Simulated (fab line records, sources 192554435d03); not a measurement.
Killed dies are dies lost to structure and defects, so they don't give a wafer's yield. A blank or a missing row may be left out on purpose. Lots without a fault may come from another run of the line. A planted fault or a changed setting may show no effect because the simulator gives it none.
Split-lot experiment | flow n5_finfet | 7 lots, 21 wafers read, on a route of 1938 steps

THE SPLIT
At N5_BEOL_M2_COAT_62 (time 60 s, resist thk 12 nm), the setting spin_rpm was moved away from the recipe's 1500 rpm on 9 of the 21 wafers read, by -9.3% to +9.0%. The other wafers ran this setting at the recipe's value.

FROM THE SPLIT TO THE READING: what the file shows between them, 4 steps
- N5_BEOL_M2_COAT_73: time 60 s, resist thk 5 nm
- N5_BEOL_M2_COAT_05: resist thk 30 nm
- N5_BEOL_M2_DESCUM_16: chemistry O2, time 7 s
- N5_BEOL_M2_ETCH_74: etches underlayer in N2/H2, target depth 6.5 nm, time 5.2 s

THE READING
etch.depth_nm (the simulator's own value, which no gauge read), in nm, at N5_BEOL_M2_ETCH_63 (etches SiARC in CF4, target depth 15.6 nm, time 26 s). The file gives no usual value for it. The 12 wafers here that ran the recipe average 12.04 nm, standard deviation 0.034 nm.

wafer  | tool, chamber at the split | spin_rpm as run, rpm | against the recipe | etch.depth_nm, nm | against lot-mates on the recipe
L074.1 | litho_track-05, 0          | 1580                 | +5.3%              | 11.66             | -0.36
L074.5 | litho_track-05, 0          | 1580                 | +5.3%              | 11.66             | -0.36
L074.4 | litho_track-05, 0          | 1500                 | recipe             | 12.02             | -
L078.3 | litho_track-05, 0          | 1500                 | recipe             | 12.12             | -
L078.4 | litho_track-05, 0          | 1500                 | recipe             | 12.1              | -
L078.6 | litho_track-05, 0          | 1360                 | -9.3%              | 12.67             | +0.56
L082.3 | litho_track-03, 0          | 1500                 | recipe             | 12.03             | -
L082.4 | litho_track-03, 0          | 1613                 | +7.5%              | 11.6              | -0.43
L082.5 | litho_track-03, 0          | 1613                 | +7.5%              | 11.6              | -0.43
L086.2 | litho_track-04, 0          | 1500                 | recipe             | 12.05             | -
L086.4 | litho_track-04, 0          | 1440                 | -4.0%              | 12.29             | +0.26
L086.5 | litho_track-04, 0          | 1500                 | recipe             | 12.01             | -
L087.4 | litho_track-03, 0          | 1635                 | +9.0%              | 11.49             | -0.53
L087.5 | litho_track-03, 0          | 1500                 | recipe             | 12.01             | -
L087.6 | litho_track-03, 0          | 1500                 | recipe             | 12.02             | -
L093.1 | litho_track-05, 0          | 1500                 | recipe             | 12.04             | -
L093.3 | litho_track-05, 0          | 1500                 | recipe             | 12.03             | -
L093.5 | litho_track-05, 0          | 1500                 | recipe             | 12.01             | -
L095.3 | litho_track-03, 0          | 1500                 | recipe             | 12.03             | -
L095.5 | litho_track-03, 0          | 1543                 | +2.9%              | 11.89             | -0.14
L095.6 | litho_track-03, 0          | 1543                 | +2.9%              | 11.83             | -0.20

THE FIT
A straight line over all 21 wafers: etch.depth_nm changes by -0.0636 nm for each +1% of spin_rpm; r = -0.99; the points scatter about the line by 0.035 nm.
The same after taking each lot's own level away (the mean of its wafers on the recipe; 21 wafers): -0.0601 nm for each +1%; r = -1.00; scatter 0.021 nm.
On that fit, the largest move of spin_rpm shifts the reading by 0.56 nm.
The lots' own levels span 12.015 to 12.110 nm, that is 2.8 times the standard deviation above.
So the lot-to-lot level changes the slope little: the two slopes agree.
Check: with one of the wafers moved furthest among these (-9.3%) left out of the fit, the line predicts +0.562 nm for it against its lot-mates. It came out at +0.56 nm against them.

THE WHOLE CHAIN: every reading that the file lists as answering this split, in the file's order
step               | what it does                                         | reading                                                                          | change (the file's fit)                | r (the file's)
N5_BEOL_M2_COAT_62 | time 60 s, resist thk 12 nm                          | SiARC_of_BEOL_M2_COAT_62.thk_nm (the simulator's own value, which no gauge read) | -0.0598 nm for each +1% of the setting | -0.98
N5_BEOL_M2_ETCH_63 | etches SiARC in CF4, target depth 15.6 nm, time 26 s | etch.depth_nm (the simulator's own value, which no gauge read)                   | -0.06 nm for each +1% of the setting   | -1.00

THE FILE'S OWN FIT
etch.depth_nm changes by -0.06 nm for each +1% of spin_rpm, r = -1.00.
